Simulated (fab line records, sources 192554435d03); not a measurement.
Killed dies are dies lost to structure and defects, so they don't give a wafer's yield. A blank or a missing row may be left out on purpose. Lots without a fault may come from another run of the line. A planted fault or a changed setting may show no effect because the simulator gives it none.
One fault seen from 2 desks | flow n5_finfet | each desk has only its own numbers; what lay behind them comes last

THE TOOL OWNER'S DESK: ald_metal-03
The tool's own readings at N5_HKMG_FIN_ALD_71 (deposits TiN, target thk 1 nm, pulse time 1 s, purge time 3 s): means of the sampled wafers that have a number, for each lot that ran on this tool. A lot is out of limits, marked OUT, if its mean lies more than 4 standard deviations from the usual mean; the brackets give that distance.
Columns: A = heater_power_w at N5_HKMG_FIN_ALD_71, usual 874 W; B = precursor_pulse_height_rel at N5_HKMG_FIN_ALD_71, usual 0.999
lot  | first seen here | A   | B
L372 | day 4 08:35     | 836 | 1.007
L381 | day 6 09:03     | 873 | 1.022
L385 | day 7 15:33     | 828 | 0.981
L386 | day 7 20:14     | 858 | 0.995
This desk's finding: nothing out of limits on any of the 4 lots.

THE DEFECT DESK
What the inspections along the route counted, lot by lot: means of the sampled wafers that have a number. A lot is out of limits, marked OUT, if its mean lies more than 4 standard deviations from the usual mean; the brackets give that distance.
Columns: A = raw_defect_count at N5_HKMG_FIN_INSPECT_28, usual 46
lot  | first seen here | A
L372 | day 4 10:57     | 36
L373 | day 4 14:56     | 43
L375 | day 5 01:02     | 44
L376 | day 5 13:34     | 37
L377 | day 5 19:43     | 24
L379 | day 6 02:46     | 40
L381 | day 6 11:25     | 33
L385 | day 7 17:53     | 25
L386 | day 7 22:35     | 74
L387 | day 8 06:08     | 24
L392 | day 9 07:16     | 39
L395 | day 10 04:36    | 53
This desk's finding: nothing out of limits on any of the 12 lots.

PUT TOGETHER
The tool owner's desk saw nothing out of limits.
The defect desk saw nothing out of limits.

WHAT THE SIMULATOR HAD PUT IN
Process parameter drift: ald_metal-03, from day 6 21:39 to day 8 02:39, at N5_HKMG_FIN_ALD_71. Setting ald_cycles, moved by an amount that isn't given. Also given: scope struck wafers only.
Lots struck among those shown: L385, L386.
